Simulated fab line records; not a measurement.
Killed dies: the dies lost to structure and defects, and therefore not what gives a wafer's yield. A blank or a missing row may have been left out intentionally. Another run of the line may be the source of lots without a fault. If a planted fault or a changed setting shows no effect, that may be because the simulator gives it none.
fab line records    flow n5Finfet
[record] lots = 7  wafers = 39
route steps=1938 shown FIN_CUT@176 DUMMY_GATE@250 SD_EPI_N@279 HKMG_FIN@438 GATE_CUT@466 MOL_CONTACT_COAG@581
startH: the number of hours between the record's first day and the start of the first shown wafer of the lot    waitH: time in hours since the lot's previous step    " same as the row above    L1.1+2: one row covering several wafers at once    - no value, or no start was given    * or withheld: withheld    < > ~ a bound
route shown NAME@n: names a module that has steps shown in the file, with the first one's number in the route    usual: mean and standard deviation over wafers with no fault    same: alike in all rows    chamber/n: place in a boat    sites: per-site readings    _std_site: their standard deviation    _edge_site: the outer-site mean with the inner-site mean subtracted    radiusMm: for every site, how far away it sits from the centre of the wafer    mask NAME#n: copy n    behind: tool/chamber where the wafer was last shaped    hold: the reason the lot was held/the length of the hold in hours/how it ended    device: transistor that didn't switch, given as n, p or np    end of line: tests of these same wafers at the route's end    a step without rows: its recipe alone    killed: at the first sort, the dies lost to defects and structure; wafer yield is something else    map: dies across one wafer; x = killed, . = not, _ = none there
set.NAME: the run value of the setting; set.NAME@STEP: its run value at that earlier step    model.NAME: the simulator's own value behind a step, which no gauge read
one table per step and one row per wafer, for lots whose settings were changed on purpose
[[steps]]
[step N5_FIN_CUT_CUT_ETCH_15]
[recipe] chemistry = HBr/Cl2/O2  target = Si  targetDepthA = 1000  btTimeS = 10  maskMaterial = SOC  timeS = 42.4  ionEnergyEv = *  biasW = *  pressureMtorr = 10  icpW = 800  HBr_flow_sccm = 150  Cl2_flow_sccm = 80  O2_flow_sccm = 12
lot.wafer  tool      chamber  startH  waitH  set.timeS  model.etch.depthNm  model.FIN_CUT.featureDepthNm  model.SOC_of_FIN_CUT_COAT_18.thkNm
L075.1     rieSi-06  0        33.89   0.1    42.4       101.9               102                           170.4
L075.2     "         2        "       "      39.42      93.94               94                            173.8
L075.3     "         1        "       "      42.4       99.76               99.8                          171.8
L075.4     "         3        "       "      39.42      94.84               94.8                          173
L075.5     "         1        "       "      39.42      93.09               93                            172.8
L075.6     "         2        "       "      42.4       101.5               101.6                         171.2
L076.1     rieSi-05  0        41.60   0.1    46.43      112.4               112.4                         167.8
L076.2     "         1        "       "      42.4       100.8               100.8                         172
L076.3     "         3        "       "      42.4       99.84               99.8                          171.6
L076.4     "         2        "       "      42.4       99.5                99.6                          171.2
L076.5     "         0        "       "      46.43      111.5               111.4                         167
L076.6     "         3        "       "      46.43      109.2               109.2                         168.2
L084.1     rieSi-02  3        87.18   0.1    42.4       99.25               99.2                          170.8
L084.2     "         0        "       "      42.4       99.46               99.4                          171.4
L084.3     "         1        "       "      42.4       100                 100                           170.2
L084.4     "         2        "       "      42.4       100.2               100.2                         170.4
L084.5     "         0        "       "      42.4       99.62               99.6                          170.2
L084.6     "         3        "       "      42.4       99.48               99.4                          170.8
L087.1     rieSi-02  2        107.77  0.1    51.15      118.6               118.6                         162.6
L087.2     "         0        "       "      51.15      119.2               119.2                         163
L087.3     "         1        "       "      42.4       98.52               98.6                          170
L087.4     "         3        "       "      42.4       98.17               98.2                          171
L087.5     "         3        "       "      42.4       98.28               98.2                          170.6
L087.6     "         0        "       "      51.15      119.3               119.2                         161.6
L088.2     rieSi-05  0        112.03  0.1    42.4       101.4               101.4                         170
L088.3     "         3        "       "      42.4       99.51               99.6                          172.2
L088.5     "         2        "       "      42.4       100.4               100.4                         170
L091.1     rieSi-06  3        129.03  0.1    42.4       101.8               101.8                         170.4
L091.2     "         2        "       "      42.4       101.1               101.2                         170.2
L091.3     "         1        "       "      42.4       99.93               100                           171
L091.4     "         0        "       "      39.26      94.89               94.8                          173.2
L091.5     "         2        "       "      39.26      93.68               93.6                          173.4
L091.6     "         3        "       "      39.26      94.53               94.6                          172.8
L094.1     rieSi-06  0        148.03  0.1    51.31      123                 123                           163.4
L094.2     "         2        "       "      51.31      122                 122                           164
L094.3     "         1        "       "      42.4       100.1               100                           172.2
L094.4     "         3        "       "      42.4       101.7               101.8                         170.2
L094.5     "         1        "       "      42.4       99.63               99.6                          171.8
L094.6     "         0        "       "      51.31      123.9               123.8                         162.6
[step N5_DUMMY_GATE_ETCH_42]
[recipe] chemistry = CHF3/O2  target = SiO2  targetDepthA = 35  timeS = 31  ionEnergyEv = 30  biasW = 12  pressureMtorr = 30  sourceW = 600  Ar_flow_sccm = 200  CHF3_flow_sccm = 50  O2_flow_sccm = 5
[usual] rfVppV = 42.4/0.87
lot.wafer  tool        chamber  startH  waitH  set.biasW  rfVppV
L075.1     rieDiel-05  1        52.67   0.0    10.03      36.8
L075.2     "           0        "       "      12         41.1
L075.3     "           2        "       "      12         40.5
L075.4     "           3        "       "      12         42.7
L075.5     "           1        "       "      10.03      36.8
L075.6     "           2        "       "      10.03      37.9
L076.1     rieDiel-06  1        63.84   0.3    10.68      37.7
L076.2     "           2        "       "      12         43.0
L076.3     "           0        "       "      10.68      38.1
L076.4     "           2        "       "      12         41.1
L076.5     "           0        "       "      10.68      39.1
L076.6     "           1        "       "      12         43.1
L084.1     rieDiel-06  0        109.84  0.0    12         42.4
L084.2     "           2        "       "      12         41.5
L084.3     "           3        "       "      13.6       46.8
L084.4     "           1        "       "      12         42.2
L084.5     "           0        "       "      13.6       46.0
L084.6     "           1        "       "      13.6       46.6
L087.1     rieDiel-06  2        126.95  0.3    12.78      45.7
L087.2     "           0        "       "      12.78      45.1
L087.3     "           1        "       "      12         43.8
L087.4     "           3        "       "      12         42.9
L087.5     "           0        "       "      12.78      43.1
L087.6     "           3        "       "      12         41.5
L088.2     rieDiel-05  0        132.18  0.2    12         42.5
L088.3     "           2        "       "      12         42.1
L088.5     "           2        "       "      12         41.3
L091.1     rieDiel-06  3        153.48  0.1    12         43.5
L091.2     "           0        "       "      14.26      47.0
L091.3     "           1        "       "      14.26      48.0
L091.4     "           2        "       "      14.26      47.3
L091.5     "           3        "       "      12         43.1
L091.6     "           2        "       "      12         41.6
L094.1     rieDiel-06  1        166.53  0.0    10         37.3
L094.2     "           0        "       "      12         42.7
L094.3     "           3        "       "      10         36.3
L094.4     "           2        "       "      12         43.7
L094.5     "           2        "       "      10         37.6
L094.6     "           3        "       "      12         43.5
[step N5_SD_EPI_N_ETCH_16]
[recipe] chemistry = CHF3/O2  target = SiO2  targetDepthA = 50  maskMaterial = SOC  pressureMtorr = 30  sourceW = 650  biasW = 170  Ar_flow_sccm = 200  CHF3_flow_sccm = 50  O2_flow_sccm = 5  ionEnergyEv = 200
lot.wafer  tool        chamber  startH  waitH  set.targetDepthA  model.etch.depthNm
L075.1     rieDiel-01  2        55.17   0.1    45.24             4.548
L075.2     "           1        "       "      50                4.991
L075.3     "           3        "       "      45.24             4.555
L075.4     "           0        "       "      50                4.949
L075.5     "           2        "       "      45.24             4.527
L075.6     "           1        "       "      50                5.047
L076.1     rieDiel-01  3        65.65   0.1    50                5.093
L076.2     "           2        "       "      50                5.082
L076.3     "           0        "       "      50                4.97
L076.4     "           0        "       "      50                4.949
L076.5     "           3        "       "      50                5.115
L076.6     "           2        "       "      50                5.032
L084.1     rieDiel-01  0        111.79  0.1    50                4.959
L084.2     "           3        "       "      50                5.073
L084.3     "           1        "       "      50                5.004
L084.4     "           1        "       "      50                5.013
L084.5     "           3        "       "      50                5.102
L084.6     "           0        "       "      50                4.96
L087.1     rieDiel-04  2        128.77  0.1    50                5.049
L087.2     "           0        "       "      50                5.147
L087.3     "           3        "       "      50                5.012
L087.4     "           2        "       "      50                5.008
L087.5     "           0        "       "      50                5.126
L087.6     "           3        "       "      50                5.064
L088.2     rieDiel-04  0        134.22  0.1    50                5.122
L088.3     "           3        "       "      50                5.052
L088.5     "           1        "       "      50                4.934
L091.1     rieDiel-02  0        155.69  0.1    50                4.922
L091.2     "           3        "       "      50                4.965
L091.3     "           2        "       "      50                4.995
L091.4     "           1        "       "      50                5.024
L091.5     "           2        "       "      50                5.005
L091.6     "           3        "       "      50                5
L094.1     rieDiel-02  1        168.47  0.1    50                5.103
L094.2     "           3        "       "      54.67             5.546
L094.3     "           2        "       "      54.67             5.548
L094.4     "           0        "       "      54.67             5.447
L094.5     "           3        "       "      50                5.045
L094.6     "           0        "       "      50                5.035
[step N5_HKMG_FIN_ETCH_35]
[recipe] chemistry = N2/H2  target = SOC  targetDepthA = 2158  ionEnergyEv = 65  biasW = 5  sourceW = 3000  timeS = 243.4  pressureMtorr = 30  n2FlowSccm = 200  h2FlowSccm = 200
lot.wafer  tool        chamber  startH  waitH  set.timeS  model.HKMG_FIN.featureDepthNm  model.SOC_of_HKMG_FIN_COAT_29.thkNm  model.etch.depthNm
L075.1     rieDiel-02  2        81.27   0.0    243.4      215                            86.6                                 215.1
L075.2     "           3        "       "      243.4      215                            87.4                                 215
L075.3     "           0        "       "      217.4      190.2                          112.4                                190.2
L075.4     "           1        "       "      243.4      211.8                          90.4                                 211.7
L075.5     "           1        "       "      217.4      190                            112                                  190
L075.6     "           0        "       "      217.4      189                            113                                  189.1
L076.1     rieDiel-02  0        92.46   0.0    243.4      212.4                          88.4                                 212.4
L076.2     "           3        "       "      214.1      189.6                          111.8                                189.5
L076.3     "           2        "       "      214.1      190.4                          111.4                                190.5
L076.4     "           1        "       "      243.4      212.8                          87.8                                 212.9
L076.5     "           0        "       "      214.1      187.4                          114.6                                187.5
L076.6     "           3        "       "      243.4      216.4                          84.4                                 216.5
L084.1     rieDiel-01  2        137.41  0.0    243.4      218.8                          82                                   218.7
L084.2     "           3        "       "      243.4      219.4                          81.2                                 219.4
L084.3     "           1        "       "      243.4      218.4                          81.4                                 218.4
L084.4     "           1        "       "      243.4      219.6                          81                                   219.6
L084.5     "           3        "       "      243.4      220.6                          79                                   220.6
L084.6     "           2        "       "      243.4      219.2                          81.6                                 219.2
L087.1     rieDiel-02  0        153.20  0.0    195.7      170.4                          130                                  170.3
L087.2     "           1        "       "      243.4      215.8                          85.2                                 215.8
L087.3     "           3        "       "      243.4      215.8                          85.4                                 215.7
L087.4     "           2        "       "      195.7      172                            128.8                                171.9
L087.5     "           2        "       "      243.4      214.2                          85.8                                 214.1
L087.6     "           3        "       "      195.7      173.2                          128                                  173.3
L088.2     rieDiel-04  3        159.75  0.0    243.4      218                            82.2                                 218
L088.3     "           1        "       "      243.4      211.8                          88                                   211.9
L088.5     "           3        "       "      243.4      218.6                          81.2                                 218.6
L091.1     rieDiel-04  3        179.94  0.0    243.4      220                            80.8                                 220
L091.2     "           0        "       "      203.2      188.4                          112.4                                188.3
L091.3     "           2        "       "      203.2      179.8                          120.8                                179.8
L091.4     "           1        "       "      243.4      212                            88.6                                 212.1
L091.5     "           3        "       "      203.2      184.4                          116.4                                184.3
L091.6     "           2        "       "      243.4      216                            85                                   215.9
L094.1     rieDiel-02  1        194.96  0.0    243.4      218.8                          80.8                                 218.7
L094.2     "           0        "       "      213.2      188.2                          111.4                                188.3
L094.3     "           2        "       "      243.4      219.2                          80                                   219.2
L094.4     "           3        "       "      243.4      215.8                          83.8                                 215.9
L094.5     "           1        "       "      213.2      192.4                          106.8                                192.4
L094.6     "           0        "       "      213.2      186.6                          113                                  186.7
[step N5_GATE_CUT_ETCH_56]
[recipe] chemistry = Cl2/Ar  target = TiN  targetDepthA = 216  pressureMtorr = 10  icpW = 600  biasW = 60  Cl2_flow_sccm = 40  Ar_flow_sccm = 60
lot.wafer  tool         chamber  startH  waitH  set.icpW  model.etch.depthNm
L075.1     rieMetal-01  1        85.65   0.1    600       21.8
L075.2     "            0        "       "      687.7     24.98
L075.3     "            0        "       "      687.7     25.01
L075.4     "            1        "       "      600       21.76
L075.5     "            1        "       "      687.7     24.55
L075.6     "            0        "       "      600       22.13
L076.1     rieMetal-01  1        96.81   0.1    600       21.84
L076.2     "            0        "       "      600       21.86
L076.3     "            0        "       "      600       22.11
L076.4     "            1        "       "      600       21.81
L076.5     "            1        "       "      600       21.68
L076.6     "            0        "       "      600       22.04
L084.1     rieMetal-03  0        141.66  0.1    534.9     19.67
L084.2     "            1        "       "      600       22.27
L084.3     "            1        "       "      534.9     20.01
L084.4     "            0        "       "      600       21.65
L084.5     "            0        "       "      534.9     19.66
L084.6     "            1        "       "      600       22.17
L087.1     rieMetal-02  1        157.47  0.1    600       22.08
L087.2     "            0        "       "      600       21.84
L087.3     "            0        "       "      560.3     20.51
L087.4     "            1        "       "      600       22.33
L087.5     "            0        "       "      560.3     20.6
L087.6     "            1        "       "      560.3     21.01
L088.2     rieMetal-03  1        163.98  0.1    600       22.35
L088.3     "            1        "       "      600       22.17
L088.5     "            1        "       "      600       22.19
L091.1     rieMetal-02  0        184.50  0.1    600       21.77
L091.2     "            1        "       "      600       22.19
L091.3     "            0        "       "      492.2     18.26
L091.4     "            1        "       "      600       22.32
L091.5     "            0        "       "      492.2     18.3
L091.6     "            1        "       "      492.2     18.79
L094.1+2   rieMetal-01  1,0      199.46  0.1    513       19.16
L094.3     "            1        "       "      513       19.09
L094.4     "            0        "       "      600       21.96
L094.5     "            0        "       "      600       21.95
L094.6     "            1        "       "      600       21.58
[step N5_MOL_CONTACT_COAG_ETCH_91]
[recipe] chemistry = N2/H2  target = SOC  targetDepthA = 600  overetchA = 210  maskMaterial = SiARC  tempC = 40  timeS = 101.2  ionEnergyEv = 200  pressureMtorr = 30  sourceW = 840  biasW = 150  n2FlowSccm = 200  h2FlowSccm = 200
lot.wafer   tool        chamber  startH  waitH  set.timeS  model.SiARC_of_MOL_CONTACT_COAG_COAT_76.thkNm
L075.1+2+3  rieDiel-02  1,2,3    103.71  0.0    110.2      5.4
L075.4      "           0        "       "      101.2      6
L075.5+6    "           0,3      "       "      101.2      5.8
L076.1+2+5  rieDiel-02  3,2,1    114.50  0.0    121.3      5
L076.3      "           0        "       "      101.2      6
L076.4+6    "           1,2      "       "      101.2      5.8
L084.1+6    rieDiel-04  2,1      157.88  0.0    113.4      5.4
L084.2+5    "           1,2      "       "      101.2      5.8
L084.3      "           3        "       "      113.4      5.2
L084.4      "           0        "       "      101.2      5.6
L087.1+5+6  rieDiel-02  0,1,2    178.84  0.0    101.2      5.8
L087.2+3+4  "           3,2,1    "       "      110.3      5.4
L088.2+5    rieDiel-04  2,3      183.82  0.0    101.2      5.8
L088.3      "           0        "       "      101.2      5.6
L091.1+5    rieDiel-04  2        208.40  0.0    101.2      5.8
L091.2      "           3        "       "      109.1      5.4
L091.3      "           0        "       "      101.2      5.6
L091.4+6    "           1        "       "      109.1      5.6
L094.1+6    rieDiel-02  3,1      217.28  0.0    101.2      5.8
L094.2      "           1        "       "      85.01      6.4
L094.3+5    "           2,0      "       "      85.01      6.6
L094.4      "           0        "       "      101.2      6
[[key]]
[split] step = N5_FIN_CUT_CUT_ETCH_15  setting = timeS  stated = 42.4  by = wafer
[response] step = N5_FIN_CUT_CUT_ETCH_15  reading = model.etch.depthNm  change = +1.04  per = 1%  r = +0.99
[response] step = N5_FIN_CUT_CUT_ETCH_15  reading = model.FIN_CUT.featureDepthNm  change = +1.04  per = 1%  r = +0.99
[response] step = N5_FIN_CUT_CUT_ETCH_15  reading = model.SOC_of_FIN_CUT_COAT_18.thkNm  change = -0.385  per = 1%  r = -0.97
[split] step = N5_DUMMY_GATE_ETCH_42  setting = biasW  stated = 12  by = wafer
[response] step = N5_DUMMY_GATE_ETCH_42  reading = rfVppV  change = +0.303  per = 1%  r = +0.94
[split] step = N5_SD_EPI_N_ETCH_16  setting = targetDepthA  stated = 50  by = wafer
[response] step = N5_SD_EPI_N_ETCH_16  reading = model.etch.depthNm  change = +0.048  per = 1%  r = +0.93
[split] step = N5_HKMG_FIN_ETCH_35  setting = timeS  stated = 243.4  by = wafer
[response] step = N5_HKMG_FIN_ETCH_35  reading = model.HKMG_FIN.featureDepthNm  change = +2.14  per = 1%  r = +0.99
[response] step = N5_HKMG_FIN_ETCH_35  reading = model.SOC_of_HKMG_FIN_COAT_29.thkNm  change = -2.15  per = 1%  r = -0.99
[response] step = N5_HKMG_FIN_ETCH_35  reading = model.etch.depthNm  change = +2.14  per = 1%  r = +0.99
[split] step = N5_GATE_CUT_ETCH_56  setting = icpW  stated = 600  by = wafer
[response] step = N5_GATE_CUT_ETCH_56  reading = model.etch.depthNm  change = +0.2  per = 1%  r = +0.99
[split] step = N5_MOL_CONTACT_COAG_ETCH_91  setting = timeS  stated = 101.2  by = wafer
[response] step = N5_MOL_CONTACT_COAG_ETCH_91  reading = model.SiARC_of_MOL_CONTACT_COAG_COAT_76.thkNm  change = -0.0413  per = 1%  r = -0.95
